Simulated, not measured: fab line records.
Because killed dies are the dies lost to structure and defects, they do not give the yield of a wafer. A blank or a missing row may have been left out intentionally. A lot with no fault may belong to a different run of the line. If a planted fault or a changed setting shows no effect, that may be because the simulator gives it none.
Matching of chambers -- flow n5Finfet -- rieSi-04 running N5_BEOL_M0_SAQP_ETCH_102: 4 sister chambers
The step etches SiO2 in CF4, target depth 4 nm, time 4.4 s. 8 wafers are shown with their chamber, then 10 later ones without.

EACH WAFER AND ITS CHAMBER
wafer,chamber,throttleValvePct (%),drypumpMotorCurrentA (A)
L083.3,3,21.60,5.5
L084.4,2,21.72,4.7
L088.2,3,21.60,5.4
L088.6,2,21.72,4.7
L087.3,1,21.56,5.3
L087.4,0,21.81,5.2
L089.1,1,21.58,5.2
L089.2,0,21.82,5.2

WAFERS WITH NO CHAMBER GIVEN
wafer,throttleValvePct (%),drypumpMotorCurrentA (A)
L089.4,21.73,4.7
L095.1,21.73,4.7
L095.2,21.81,5.2
L095.3,21.61,5.5
L095.4,21.24,5.3
L095.5,21.79,5.2
L095.6,21.26,5.3
L097.1,21.83,5.2
L097.2,21.59,5.5
L097.4,21.25,5.3

EACH ONE'S CHAMBER
wafer,from the rows above,in truth
L089.4,2,2
L095.1,2,2
L095.2,0,0
L095.3,3,3
L095.4,1,1
L095.5,0,0
L095.6,1,1
L097.1,0,0
L097.2,3,3
L097.4,1,1
Placed correctly: 10 of 10. From these rows, 0 cannot be placed. Number placed wrongly: 0.
How it was worked out, from the rows above alone: a wafer's distance from a chamber is the root of the sum, over the readings, of the square of ((its reading less the chamber's mean) divided by the reading's scatter). If the next closest chamber is less than 2 further off than the closest, the wafer can't be placed; otherwise it belongs to the closest. A chamber's mean is the mean of its shown wafers. The scatter: the root of (the sum of the squares of (reading less its chamber's mean) over the shown wafers, divided by (wafers less chambers)).
